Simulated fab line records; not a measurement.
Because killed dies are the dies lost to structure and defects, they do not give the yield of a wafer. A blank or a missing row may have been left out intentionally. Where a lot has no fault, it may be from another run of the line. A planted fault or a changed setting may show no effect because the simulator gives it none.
fab line records -- flow n5Finfet
record: lots: 6, wafers: 17, lastDay: 17
route steps=1938 shown STI_FIN_REVEAL@190 DUMMY_GATE@212 BEOL_M4@1111 PASSIVATION@1936
lots with no fault: from the same line, run without faults
startH: hours from the record's opening day to when the first of the lot's shown wafers began -- waitH: time in hours since the lot's previous step -- " unchanged from the row above -- L1.1+2: several wafers, shown together as one row -- - either no value or no given start -- * or withheld: withheld -- < > ~ a bound
route shown NAME@n: names a module that has steps shown in the file, with the first one's number in the route -- usual: mean/standard deviation taken from wafers without a fault -- same: alike in all rows -- chamber/n: place in a boat -- sites: the reading at each site -- _std_site: standard deviation across them -- _edge_site: mean of outer sites minus mean of inner sites -- radiusMm: how far each site lies from the wafer's centre -- mask NAME#n: copy n -- behind: tool/chamber where the wafer was last shaped -- hold: why the lot went on hold/how many hours it stayed there/how the hold came to an end -- device: whichever transistor did not switch (one of n, p or np) -- end of line: the same wafers' tests at the end of the route -- a step given without rows: its recipe and nothing more -- killed: the dies lost at the first sort to structure and to defects; this is not the yield of the wafer -- map: the dies of a wafer, with x for killed, . for not killed, _ for no die there
set.NAME: the setting the step ran with; set.NAME@STEP: the setting that earlier step ran with -- model.NAME: the simulator's own value behind a step, which no gauge read
lots at some steps of the route; a table a step, a row a wafer
services: when a tool's chamber went out of use (startH, in hours from the record's first day, below 0 if earlier), for how many hours, and the reason
== steps ==
step: N5_STI_FIN_REVEAL_ETCHBACK_08
recipe: chemistry: C4F6/O2, target: SiO2, targetDepthA: 305, timeS: 10.167, ionEnergyEv: 250, pressureMtorr: 30, sourceW: 345, biasW: 185, Ar_flow_sccm: 300, C4F6_flow_sccm: 10, O2_flow_sccm: 10
usual: C4F6_flow_sccm: 10.00/0.03, drypumpMotorCurrentA: 5.7/0.43, oesProductAu: 0.75/0.06, rfVppV: 673/31, showerheadPlenumPTorr: 2.89/0.079, throttleValvePct: 21.19/0.25
lot.wafer,tool,chamber,startH,waitH,C4F6_flow_sccm,drypumpMotorCurrentA,oesProductAu,rfHoursCounterH,rfVppV,showerheadPlenumPTorr,throttleValvePct
L302.3,rieDiel-06,2,48.11,0.2,10.02,6.0,0.80,131,664,2.97,20.69
L302.5,rieDiel-06,0,48.11,0.2,10.01,5.7,0.81,-,715,2.89,20.93
L312.2,rieDiel-04,1,109.36,0.2,10.05,5.1,0.71,202,646,2.94,21.50
L312.4,rieDiel-04,3,109.36,0.2,9.96,5.4,0.70,240,664,2.83,21.36
L312.6,rieDiel-04,3,109.36,0.2,10.07,5.4,0.68,-,664,2.83,21.35
L313.4,rieDiel-04,3,114.18,0.1,10.00,5.4,0.69,-,663,2.83,21.35
L313.5,rieDiel-04,2,114.18,0.1,10.06,4.8,0.69,-,683,2.92,21.47
L313.6,rieDiel-04,1,114.18,0.1,10.02,5.1,0.71,-,646,2.94,21.48
L316.1,rieDiel-06,1,130.29,0.2,10.05,6.1,0.70,209,692,2.84,21.20
L316.3,rieDiel-06,0,130.29,0.2,10.03,5.7,0.78,113,714,2.87,20.97
L316.5,rieDiel-06,3,130.29,0.2,9.99,5.8,0.77,-,697,2.86,21.44
L320.1,rieDiel-05,0,155.52,0.2,9.96,6.1,0.76,186,682,2.93,20.88
L320.4,rieDiel-05,2,155.52,0.2,10.05,6.3,0.83,90,617,3.02,21.21
L320.6,rieDiel-05,1,155.52,0.2,9.99,5.2,0.72,-,682,2.92,21.44
L322.1,rieDiel-06,1,167.34,0.2,9.99,6.2,0.67,222,691,2.83,21.22
L322.4,rieDiel-06,3,167.34,0.2,9.98,5.8,0.75,187,697,2.85,21.47
L322.5,rieDiel-06,3,167.34,0.2,9.98,5.8,0.75,-,697,2.85,21.46
step: N5_STI_FIN_REVEAL_STRIP_24
recipe: chemistry: N2/H2, timeS: 90, powerW: 100, tempC: 40, pressureMtorr: 100, rfFrequencyHz: 6e+07, biasPowerW: 3, n2FlowSccm: 300, h2FlowSccm: 300
usual: drypumpMotorCurrentA: 5.7/0.43, oesProductAu: 0.75/0.058, rfVppV: 45.3/0.9, showerheadPlenumPTorr: 3.42/0.096, throttleValvePct: 12.27/0.23
lot.wafer,tool,chamber,startH,waitH,drypumpMotorCurrentA,oesProductAu,rfHoursCounterH,rfVppV,showerheadPlenumPTorr,throttleValvePct
L302.3,rieDiel-06,2,48.15,0.0,6.1,0.78,131,46.1,3.57,11.99
L302.5,rieDiel-06,0,48.15,0.0,5.7,0.82,-,45.0,3.42,11.96
L312.2,rieDiel-04,1,109.40,0.0,5.1,0.69,202,47.0,3.47,12.48
L312.4,rieDiel-04,3,109.40,0.0,5.4,0.69,240,45.6,3.31,12.28
L312.6,rieDiel-04,3,109.40,0.0,5.4,0.69,-,43.9,3.31,12.31
L313.4,rieDiel-04,3,114.25,0.0,5.4,0.70,-,44.4,3.31,12.29
L313.5,rieDiel-04,2,114.25,0.0,4.8,0.70,-,45.4,3.47,12.59
L313.6,rieDiel-04,1,114.25,0.0,5.1,0.69,-,44.2,3.47,12.51
L316.1,rieDiel-06,1,130.32,0.0,6.2,0.70,209,45.9,3.32,12.21
L316.3,rieDiel-06,0,130.32,0.0,5.7,0.79,113,45.1,3.40,12.04
L316.5,rieDiel-06,3,130.32,0.0,5.8,0.75,-,44.7,3.37,12.41
L320.1,rieDiel-05,0,155.56,0.0,6.1,0.74,186,45.6,3.50,12.12
L320.4,rieDiel-05,2,155.56,0.0,6.3,0.82,90,45.1,3.55,12.03
L320.6,rieDiel-05,1,155.56,0.0,5.2,0.71,-,44.7,3.47,12.56
L322.1,rieDiel-06,1,167.38,0.0,6.1,0.69,222,45.4,3.31,12.28
L322.4,rieDiel-06,3,167.38,0.0,5.8,0.74,187,45.4,3.36,12.44
L322.5,rieDiel-06,3,167.38,0.0,5.8,0.74,-,45.1,3.36,12.43
step: N5_STI_FIN_REVEAL_PRECLEAN_25
recipe: chemistry: SPM, timeS: 90, tempC: 120, mix: 4:1
step: N5_STI_FIN_REVEAL_PRECLEAN_26
recipe: chemistry: SC1, timeS: 45, tempC: 46, mix: 1:2:100
step: N5_STI_FIN_REVEAL_PRECLEAN_29
recipe: chemistry: DHF, timeS: 30, tempC: 25, dilution: 300:1
step: N5_STI_FIN_REVEAL_SRD_12
recipe: timeS: 30, tempC: 23, rinseLiquid: diw, dry: ipaMarangoni
step: N5_STI_FIN_REVEAL_RECESS_09
recipe: chemistry: HF/NH3, target: SiO2, afsCycles: 11, targetDepthA: 425, tempC: 30, sublimationTempC: 180, sublimationTimeS: 60
usual: drypumpMotorCurrentA: 5.70/0.093
same: afsCycles: 11
lot.wafer,tool,chamber,startH,waitH,drypumpMotorCurrentA
L302.3,vaporEtch-02,0,48.89,0.6,5.59
L302.5,vaporEtch-02,0,48.89,0.6,5.62
L312.2,vaporEtch-02,1,109.61,0.0,5.73
L312.4,vaporEtch-02,0,109.61,0.0,5.60
L312.6,vaporEtch-02,0,109.61,0.0,5.58
L313.4,vaporEtch-02,1,114.95,0.6,5.70
L313.5,vaporEtch-02,1,114.95,0.6,5.70
L313.6,vaporEtch-02,0,114.95,0.6,5.58
L316.1,vaporEtch-01,1,130.54,0.0,5.70
L316.3,vaporEtch-01,1,130.54,0.0,5.73
L316.5,vaporEtch-01,0,130.54,0.0,5.88
L320.1,vaporEtch-02,1,155.77,0.0,5.71
L320.4,vaporEtch-02,1,155.77,0.0,5.70
L320.6,vaporEtch-02,0,155.77,0.0,5.59
L322.1,vaporEtch-01,0,167.59,0.0,5.91
L322.4,vaporEtch-01,0,167.59,0.0,5.84
L322.5,vaporEtch-01,0,167.59,0.0,5.81
step: N5_STI_FIN_REVEAL_STRIP_16
recipe: chemistry: H3PO4, material: SiNx, tempC: 165, targetDepthA: 238, overetchFraction: 0.4964, dry: ipaMarangoni
step: N5_STI_FIN_REVEAL_PRECLEAN_17
recipe: chemistry: NF3:NH3, afsCycles: 1, tempC: 30, timeS: 20, sublimationTempC: 180, sublimationTimeS: 60, pressureTorr: 3, rfPowerW: 30
step: N5_STI_FIN_REVEAL_ETCH_34
recipe: chemistry: H2, mode: isotropic, material: Si, target: Si, targetDepthA: 9.7, tempC: 20, pressureMtorr: 4.5, icpW: 300, biasW: 0, h2FlowSccm: 7.5, heFlowSccm: 142.5
step: N5_STI_FIN_REVEAL_OXIDATION_31
recipe: chemistry: O2_PLASMA_REMOTE, tempC: 150, timeS: 20, pressureMtorr: 1000, sourcePowerW: 2000, o2FlowSccm: 3000
usual: drypumpMotorCurrentA: 5.52/0.28, heaterPowerW: 143/8.9
lot.wafer,tool,chamber,startH,waitH,drypumpMotorCurrentA,heaterPowerW,rfHoursCounterH
L302.3,plasmaAsher-02,0,50.53,0.1,5.56,138,-
L302.5,plasmaAsher-02,0,50.53,0.1,5.58,138,-
L312.2,plasmaAsher-02,1,111.98,0.3,5.40,129,98
L312.4,plasmaAsher-02,0,111.98,0.3,5.53,141,-
L312.6,plasmaAsher-02,1,111.98,0.3,5.42,128,-
L313.4,plasmaAsher-02,0,116.59,0.0,5.56,138,-
L313.5,plasmaAsher-02,0,116.59,0.0,5.57,138,-
L313.6,plasmaAsher-02,1,116.59,0.0,5.42,134,-
L316.1,plasmaAsher-02,0,132.77,0.1,5.52,140,104
L316.3,plasmaAsher-02,1,132.77,0.1,5.40,131,-
L316.5,plasmaAsher-02,0,132.77,0.1,5.54,138,-
L320.1,plasmaAsher-01,0,158.48,0.0,5.18,152,50
L320.4,plasmaAsher-01,1,158.48,0.0,5.94,151,-
L320.6,plasmaAsher-01,1,158.48,0.0,5.93,152,-
L322.1,plasmaAsher-01,0,169.75,0.0,5.17,155,52
L322.4,plasmaAsher-01,0,169.75,0.0,5.17,150,-
L322.5,plasmaAsher-01,1,169.75,0.0,5.94,153,-
step: N5_STI_FIN_REVEAL_PRECLEAN_32
recipe: chemistry: NF3:NH3, afsCycles: 1, tempC: 30, timeS: 20, sublimationTempC: 180, sublimationTimeS: 60, pressureTorr: 3, rfPowerW: 30
step: N5_STI_FIN_REVEAL_STRIP_35
recipe: chemistry: H3PO4, material: Si3N4, tempC: 165, targetDepthA: 40, timeS: 39
lot.wafer,tool,chamber,startH,waitH
L302.3+5,wetBench-02,"6,3",50.81,0.1
L312.2+4+6,wetBench-02,"0,6,1",112.28,0.2
L313.4+5+6,wetBench-02,"3,2,7",116.86,0.1
L316.1+3+5,wetBench-01,"2,5,6",133.07,0.2
L320.1+4+6,wetBench-01,"5,6,0",158.78,0.2
L322.1+4+5,wetBench-01,"2,4,3",170.04,0.2
step: N5_STI_FIN_REVEAL_SRD_21
recipe: dry: ipaMarangoni, timeS: 30, tempC: 23, rinseLiquid: diw
step: N5_STI_FIN_REVEAL_OXIDATION_33
recipe: chemistry: O2_PLASMA_REMOTE, tempC: 150, timeS: 20, pressureMtorr: 1000, sourcePowerW: 2000, o2FlowSccm: 3000
usual: drypumpMotorCurrentA: 5.51/0.26, heaterPowerW: 142/8.7
lot.wafer,tool,chamber,startH,waitH,drypumpMotorCurrentA,heaterPowerW,rfHoursCounterH
L302.3,plasmaAsher-02,1,50.91,0.0,5.38,131,-
L302.5,plasmaAsher-02,1,50.91,0.0,5.39,130,-
L312.2,plasmaAsher-02,0,112.34,0.0,5.55,135,99
L312.4,plasmaAsher-02,0,112.34,0.0,5.57,140,-
L312.6,plasmaAsher-02,0,112.34,0.0,5.52,139,-
L313.4,plasmaAsher-02,0,116.94,0.0,5.56,137,-
L313.5,plasmaAsher-02,0,116.94,0.0,5.56,136,-
L313.6,plasmaAsher-02,1,116.94,0.0,5.42,135,-
L316.1,plasmaAsher-02,0,133.13,0.0,5.56,137,105
L316.3,plasmaAsher-02,1,133.13,0.0,5.38,134,-
L316.5,plasmaAsher-02,0,133.13,0.0,5.57,134,-
L320.1,plasmaAsher-02,1,158.84,0.0,5.40,132,110
L320.4,plasmaAsher-02,1,158.84,0.0,5.42,130,-
L320.6,plasmaAsher-02,0,158.84,0.0,5.55,141,-
L322.1,plasmaAsher-02,1,170.13,0.0,5.40,132,112
L322.4,plasmaAsher-02,0,170.13,0.0,5.55,135,-
L322.5,plasmaAsher-02,0,170.13,0.0,5.54,138,-
step: N5_STI_FIN_REVEAL_CLEAN_19
recipe: chemistry: O3/DIW, tempC: 25, timeS: 120, o3Ppm: 10
step: N5_STI_FIN_REVEAL_SRD_23
recipe: dry: ipaMarangoni, timeS: 30, tempC: 23, rinseLiquid: diw
step: N5_STI_FIN_REVEAL_CD_MEAS_22
recipe: targetCdNm: 6.238, pitchNm: 28, polarity: line
usual: cdNm: 6.30/0.28
lot.wafer,tool,chamber,startH,waitH,cdNm
L302.3,cdSem-02,-,51.12,0.0,6.01
L302.5,cdSem-02,-,51.12,0.0,6.17
L312.2,cdSem-03,-,112.50,0.0,6.26
L312.4,cdSem-03,-,112.50,0.0,6.24
L312.6,cdSem-03,-,112.50,0.0,6.12
L313.4,cdSem-03,-,117.09,0.0,6.19
L313.5,cdSem-03,-,117.09,0.0,6.36
L313.6,cdSem-03,-,117.09,0.0,6.15
L316.1,cdSem-03,-,133.29,0.0,6.56
L316.3,cdSem-03,-,133.29,0.0,5.75
L316.5,cdSem-03,-,133.29,0.0,6.47
L320.1,cdSem-01,-,159.01,0.0,6.34
L320.4,cdSem-01,-,159.01,0.0,6.19
L320.6,cdSem-01,-,159.01,0.0,6.54
L322.1,cdSem-01,-,170.29,0.0,5.88
L322.4,cdSem-01,-,170.29,0.0,6.54
L322.5,cdSem-01,-,170.29,0.0,6.32
step: N5_STI_FIN_REVEAL_FIN_H_MEAS_10
usual: trenchDepthNm: 51.7/1.1
lot.wafer,tool,chamber,startH,waitH,trenchDepthNm
L302.3,ocd-01,-,51.15,0.0,52.0
L302.5,ocd-01,-,51.15,0.0,50.8
L312.2,ocd-01,-,112.53,0.0,51.2
L312.4,ocd-01,-,112.53,0.0,50.9
L312.6,ocd-01,-,112.53,0.0,50.9
L313.4,ocd-02,-,117.12,0.0,50.7
L313.5,ocd-02,-,117.12,0.0,51.6
L313.6,ocd-02,-,117.12,0.0,50.8
L316.1,ocd-01,-,133.32,0.0,51.2
L316.3,ocd-01,-,133.32,0.0,52.6
L316.5,ocd-01,-,133.32,0.0,54.5
L320.1,ocd-02,-,159.04,0.0,52.0
L320.4,ocd-02,-,159.04,0.0,52.4
L320.6,ocd-02,-,159.04,0.0,52.4
L322.1,ocd-01,-,170.32,0.0,49.4
L322.4,ocd-01,-,170.32,0.0,52.5
L322.5,ocd-01,-,170.32,0.0,53.0
step: N5_STI_FIN_REVEAL_PRECLEAN_18
recipe: chemistry: SC2, timeS: 45, tempC: 35, mix: 1:1:50
step: N5_STI_FIN_REVEAL_SRD_28
recipe: dry: ipaMarangoni, timeS: 30, tempC: 23, rinseLiquid: diw
step: N5_STI_FIN_REVEAL_INSPECT_13
recipe: inspectInstrument: darkfield, mode: postClean
usual: rawDefectCount: 10/4.5
lot.wafer,tool,chamber,startH,waitH,rawDefectCount
L302.3,defectInspect-01,-,51.27,0.0,9
L302.5,defectInspect-01,-,51.27,0.0,13
L312.2,defectInspect-02,-,112.62,0.0,1054
L312.4,defectInspect-02,-,112.62,0.0,992
L312.6,defectInspect-02,-,112.62,0.0,996
L313.4,defectInspect-01,-,117.20,0.0,1026
L313.5,defectInspect-01,-,117.20,0.0,989
L313.6,defectInspect-01,-,117.20,0.0,1013
L316.1,defectInspect-02,-,133.41,0.0,8
L316.3,defectInspect-02,-,133.41,0.0,3
L316.5,defectInspect-02,-,133.41,0.0,9
L320.1,defectInspect-01,-,159.12,0.0,7
L320.4,defectInspect-01,-,159.12,0.0,9
L320.6,defectInspect-01,-,159.12,0.0,10
L322.1,defectInspect-01,-,170.41,0.0,8
L322.4,defectInspect-01,-,170.41,0.0,13
L322.5,defectInspect-01,-,170.41,0.0,14
step: N5_DUMMY_GATE_PRECLEAN_00
recipe: chemistry: O3/DIW, timeS: 60, tempC: 22, o3Ppm: 10
step: N5_BEOL_M4_RC_MEAS_101
usual: DIBL_N: 37.5/2, DIBL_P: 37.5/2.5, IOFF_N: 0.18/0.042, IOFF_P: 0.24/0.046, ION_N: 677/15, ION_P: 464/9.5, SS_N: 72.0/0.76, SS_P: 73.6/0.79, VT_N: 249/3.5, VT_P: -249/3.2
lot.wafer,tool,chamber,startH,waitH,DIBL_N[mV/V],DIBL_P[mV/V],IOFF_N[nA/um],IOFF_P[nA/um],ION_N[uA/um],ION_P[uA/um],SS_N[mV/dec],SS_P[mV/dec],VT_N[mV],VT_P[mV]
L302.3,prober-01,0,173.87,0.3,35.2,35.4,0.14,0.19,675,468,71.8,73.5,253,-253
L302.5,prober-01,0,173.87,0.3,32.2,31.5,0.10,0.14,653,448,70.7,71.8,257,-257
L312.2,prober-01,0,244.63,0.2,42.5,41.3,0.28,0.30,687,472,73.2,74.1,245,-248
L312.4,prober-01,0,244.63,0.2,36.1,35.0,0.14,0.19,658,457,71.3,73.5,251,-251
L312.6,prober-01,0,244.63,0.2,37.2,34.7,0.14,0.18,654,451,71.6,73.7,253,-253
L313.4,prober-02,0,247.66,0.5,38.5,38.1,0.20,0.23,670,453,73.3,74.0,248,-253
L313.5,prober-02,0,247.66,0.5,38.6,39.0,0.20,0.24,684,460,72.6,74.3,249,-250
L313.6,prober-02,0,247.66,0.5,36.4,36.3,0.17,0.21,672,459,71.6,73.0,253,-252
L316.1,prober-02,0,253.38,0.0,37.7,36.9,0.17,0.22,665,458,71.9,73.0,252,-251
L316.3,prober-02,0,253.38,0.0,36.1,35.2,0.13,0.19,656,453,71.2,72.4,256,-253
L316.5,prober-02,0,253.38,0.0,38.3,38.4,0.19,0.23,703,482,71.4,73.3,246,-247
L320.1,prober-01,0,290.49,0.0,38.4,36.7,0.21,0.25,700,471,72.7,73.4,246,-247
L320.4,prober-01,0,290.49,0.0,37.5,37.2,0.20,0.26,697,478,72.6,73.3,245,-246
L320.6,prober-01,0,290.49,0.0,37.0,36.1,0.19,0.25,688,473,71.2,73.6,245,-247
L322.1,prober-01,0,305.25,0.0,39.0,37.2,0.21,0.22,659,448,72.9,74.2,250,-253
L322.4,prober-01,0,305.25,0.0,37.8,37.0,0.19,0.22,703,469,72.0,73.6,248,-250
L322.5,prober-01,0,305.25,0.0,37.5,37.1,0.18,0.21,693,473,71.9,73.5,246,-253
step: N5_PASSIVATION_PROBE_49
usual: defectLimitedYield: 91.8/1.5, killed_at_M0_to_M3: 33/11, killed_at_M4_up: 13/5, killedAtContacts: 11/5.6, killedAtFrontEnd: 36/12, killedAtOther: 3.4/2.5, killedDies: 97/18, killedOpen: 64/13, killedShort: 31/6.9, sort_bin_4_leakage: 0.01/0.048, sort_bin_5_function: 4.8/1, sort_bin_6_memory: 3.1/0.64, sort_bin_8_speed: 0.00/0.014, sortNPass: 1083/18, sortYieldPct: 91.8/1.5
same: grossDies: 1180, killedAtBackSide: 0
lot.wafer,tool,chamber,startH,waitH,defectLimitedYield[%],killed_at_M0_to_M3,killed_at_M4_up,killedAtContacts,killedAtFrontEnd,killedAtOther,killedDies,killedOpen,killedShort,sort_bin_4_leakage[%],sort_bin_5_function[%],sort_bin_6_memory[%],sort_bin_8_speed[%],sortNPass,sortYieldPct[%]
L302.3,prober-01,-,279.30,0.1,90.3,34,10,13,57,0,114,80,33,0,5.0,4.2,0,1066,90.3
L302.5,prober-01,-,279.40,0.2,91.9,41,7,7,38,2,95,50,40,0,4.7,2.9,0,1085,91.9
L313.4,prober-02,-,348.07,0.2,80.0,38,15,16,163,4,236,66,30,0,12.5,3.6,0,944,80.0
L313.5,prober-02,-,348.12,0.2,80.1,21,17,23,172,2,235,59,29,0,13.1,3.9,0,945,80.1
L313.6,prober-02,-,348.17,0.3,81.4,21,14,16,165,4,220,52,31,0,12.5,3.1,0,960,81.4
L312.2,prober-01,-,349.08,0.1,82.2,33,14,14,146,3,210,73,41,0.08,9.7,4.7,0,969,82.1
L312.4,prober-01,-,349.18,0.2,79.7,38,8,17,176,0,239,63,30,0,12.1,4.5,0,941,79.7
L312.6,prober-01,-,349.28,0.3,83.4,29,3,15,148,1,196,57,21,0,9.9,3.3,0,984,83.4
L316.1,prober-01,-,370.17,0.0,92.8,24,14,15,29,3,85,53,28,0,3.8,3.1,0,1095,92.8
L316.3,prober-01,-,370.27,0.1,92.7,30,17,8,30,1,86,52,31,0,4.7,2.6,0,1094,92.7
L316.5,prober-01,-,370.37,0.2,90.1,47,17,13,38,2,117,84,33,0,5.6,3.9,0,1063,90.1
killed by level:class
L302.3 FIN_SAQP:geometricParticle:open=20 MOL_CONTACT_COAG:geometricParticle:open=10 BEOL_M3:geometricParticle:open=9 FIN_SAQP:geometricParticle:short=7 GATE_CUT:geometricParticle:short=6 BEOL_M0_SAQP:geometricParticle:open=6 STI_FIN_REVEAL:geometricParticle:open=5 DUMMY_GATE:geometricParticle:open=5
L302.5 FIN_SAQP:geometricParticle:short=16 BEOL_M0_SAQP:geometricParticle:short=11 BEOL_M3:geometricParticle:open=11 BEOL_M0_SAQP:geometricParticle:open=10 FIN_SAQP:geometricParticle:open=6 DUMMY_GATE:geometricParticle:open=4 MOL_CONTACT_COAG:geometricParticle:open=4 MOL_CONTACT_COAG:geometricParticle:short=3
L313.4 STI_FIN_REVEAL:unspecified=137 BEOL_M0_SAQP:geometricParticle:short=14 BEOL_M0_SAQP:geometricParticle:open=12 MOL_CONTACT_COAG:geometricParticle:open=10 BEOL_M1:geometricParticle:open=8 FIN_SAQP:geometricParticle:open=7 STI_FIN_REVEAL:geometricParticle:open=6 BEOL_M4:geometricParticle:open=5
L313.5 STI_FIN_REVEAL:unspecified=144 MOL_CONTACT_COAG:geometricParticle:open=18 BEOL_M0_SAQP:geometricParticle:short=7 FIN_SAQP:geometricParticle:open=6 BEOL_M0_SAQP:geometricParticle:open=6 DUMMY_GATE:geometricParticle:open=5 MOL_CONTACT_COAG:geometricParticle:short=5 FIN_SAQP:geometricParticle:short=4
L313.6 STI_FIN_REVEAL:unspecified=135 MOL_CONTACT_COAG:geometricParticle:open=13 BEOL_M0_SAQP:geometricParticle:open=11 FIN_SAQP:geometricParticle:short=9 FIN_SAQP:geometricParticle:open=7 BEOL_M0_SAQP:geometricParticle:short=7 DUMMY_GATE:geometricParticle:open=5 BEOL_M5:geometricParticle:open=4
L312.2 STI_FIN_REVEAL:unspecified=93 FIN_SAQP:geometricParticle:short=16 FIN_SAQP:geometricParticle:open=12 MOL_CONTACT_COAG:geometricParticle:open=12 BEOL_M4:geometricParticle:open=11 BEOL_M2:geometricParticle:open=10 BEOL_M0_SAQP:geometricParticle:open=9 BEOL_M0_SAQP:geometricParticle:short=8
L312.4 STI_FIN_REVEAL:unspecified=145 MOL_CONTACT_COAG:geometricParticle:open=15 BEOL_M3:geometricParticle:open=12 BEOL_M0_SAQP:geometricParticle:open=9 BEOL_M0_SAQP:geometricParticle:short=8 FIN_SAQP:geometricParticle:open=7 FIN_SAQP:geometricParticle:short=7 BEOL_M4:geometricParticle:open=5
L312.6 STI_FIN_REVEAL:unspecified=116 MOL_CONTACT_COAG:geometricParticle:open=11 BEOL_M1:geometricParticle:open=8 BEOL_M3:geometricParticle:open=7 FIN_SAQP:geometricParticle:open=6 DUMMY_GATE:geometricParticle:open=5 BEOL_M0_SAQP:geometricParticle:open=4 MOL_CONTACT_COAG:geometricParticle:short=4
L316.1 MOL_CONTACT_COAG:geometricParticle:open=12 FIN_SAQP:geometricParticle:short=7 STI_FIN_REVEAL:geometricParticle:open=6 BEOL_M4:geometricParticle:open=6 BEOL_M0_SAQP:geometricParticle:open=5 BEOL_M3:geometricParticle:open=5 BEOL_M0_SAQP:geometricParticle:short=4 FIN_SAQP:geometricParticle:open=3
L316.3 FIN_SAQP:geometricParticle:short=10 FIN_SAQP:geometricParticle:open=7 BEOL_M1:geometricParticle:open=7 MOL_CONTACT_COAG:geometricParticle:open=6 BEOL_M4:geometricParticle:open=6 BEOL_M2:geometricParticle:open=5 BEOL_M0_SAQP:geometricParticle:open=4 BEOL_M0:geometricParticle:open=4
L316.5 BEOL_M1:geometricParticle:open=15 MOL_CONTACT_COAG:geometricParticle:open=12 BEOL_M0_SAQP:geometricParticle:open=11 FIN_SAQP:geometricParticle:short=9 STI_FIN_REVEAL:geometricParticle:open=9 FIN_SAQP:geometricParticle:open=6 BEOL_M0_SAQP:geometricParticle:short=6 BEOL_M3:geometricParticle:open=5
map L312.4 (x killed, . not)
_________________............________________
______________..x............x.x_____________
___________.....x................x.__________
__________..........x..............._________
________........xx...........x........_______
_______......x....x............x.....x.______
______...........x...................x.._____
_____..x.................x.....x.........____
____x..x....................x.............___
___...................x.....x..............__
___....x.....x......x..x......x............__
__......x................x.......x.x........_
__x........................x.x.x.x.x.....x.._
_.......x...x...................x............
_..x......x......x.xx..........xx.......x....
_...........xx.....x.....xx............x.....
_............x...xx.xxx..x..x................
_x.........xxxx.xxx..x.................x.....
_...x.xx...xxxxxx.xxx.x......................
_.......xxx.xxxxxxxxxx...................x...
_.......x.x.xxxxxxxxxxx......................
__.......xxxxxxxxxxxxxxx....x...........x..._
__.......xxxxxxxxxxxxxxxx..x........x......._
___....x.xxxxxxxxxxxxxx.............x...x..__
___...x..xxxxxxxxxxxxxxx.........x...x..x..__
____..x...xxxxxxxxxxxx....................___
_____.....xxxxxxxxxxx.xxx................____
______.....x.xx.xx.x..x................._____
_______.x....xx.x.x.................x..______
________.x....x.....x...xxx..........._______
__________..................x......._________
___________.x...x......x....x......__________
______________......x..........._____________
_________________..x......x..________________
map L313.4 (x killed, . not)
_________________......x.....________________
______________.................x_____________
___________......x........x........__________
__________x...........x......x......_________
________.......x.....x...........x...._______
_______.................x..........x...______
______..............................x.x._____
_____......................x..........x..____
____......................x..x..x.........___
___x..........x.....x........x.xx..x.......__
___...x..x....x...........xxxxxxx.x.x.x....__
__xx...........x.x..xx..x.xxxxxxxxxx........_
__...x.x...x............xxxxxxxxxxxx.....x.._
_.......................xxxxxxxxxxxxx........
_.....x................xxxxxxxxxxxxx..x......
_......................xxxxxxxxxxxxxx.x.x....
_....................xxxxxxxxxxxxxxxxx.......
_........x...x..x.....x.xxxxxxxxxxxx..x......
_.....................xxxxxxxxxxxxxxx....x...
_..x..xx.......x....x.xxxxxxxxxxxx.........xx
_....................x....xxxxxx.........xx..
__x.......x................x...........x.x.._
__x...................x..x.....x.......x...._
___.x.......x....x.............x....x...x..__
___.......x.......x...x.........xx.........__
____................x.....................___
_____........x......x.x.......x...x.....x____
______.....................x............_____
_______............x....x.....x........______
________.....x........................_______
__________.............x..x....x...._________
___________....x.....xx...x........__________
______________.................._____________
_________________..x....x....________________
== services ==
tool,chamber,startH,hours,kind
rieDiel-05,-,32.25,0.4,repair
rieDiel-04,0,55.45,12.6,repair
rieDiel-06,1,80.31,8.1,repair
rieDiel-06,0,81.71,7.0,repair
rieDiel-06,3,86.99,2.4,repair
rieDiel-06,2,88.53,27.7,repair
plasmaAsher-01,-,109.99,14.6,pm
rieDiel-04,0,110.81,-,clean
rieDiel-04,0,110.81,-,consumableReplace:focusRing
rieDiel-04,0,110.81,37.8,scheduledDown
rieDiel-04,0,110.81,37.8,ventCycle
rieDiel-05,3,131.35,-,clean
rieDiel-05,3,131.35,-,consumableReplace:focusRing
rieDiel-05,3,131.35,-,consumableReplace:showerhead
rieDiel-05,3,131.35,13.3,scheduledDown
rieDiel-05,3,131.35,13.3,ventCycle
rieDiel-04,3,148.63,-,clean
rieDiel-04,3,148.63,-,consumableReplace:focusRing
rieDiel-04,3,148.63,22.8,scheduledDown
rieDiel-04,3,148.63,22.8,ventCycle
== key ==
firstSign: step: N5_STI_FIN_REVEAL_INSPECT_13, reading: rawDefectCount, direction: up, sigmas: 99+, usual: 10, struck: 1012
effect: step: N5_PASSIVATION_PROBE_49, reading: killedAtFrontEnd, direction: up, sigmas: 10, usual: 36, struck: 162
moreKillsBornAt: N5_STI_FIN_REVEAL_STRIP_35@wetBench-02: 770
metAt N5_STI_FIN_REVEAL_STRIP_35
struckWafers L312.2,L312.4,L312.6,L313.4,L313.5,L313.6
onsetBetween 50.81 112.28
alsoFits N5_STI_FIN_REVEAL_ETCHBACK_08:rieDiel-04,N5_STI_FIN_REVEAL_STRIP_24:rieDiel-04
fault: kind: chamberParticleSource, tool: wetBench-02, chamber: -, onsetH: 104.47, steps: N5_STI_FIN_REVEAL_STRIP_35, ratePerVisitCm2: 1.5303, endH: 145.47
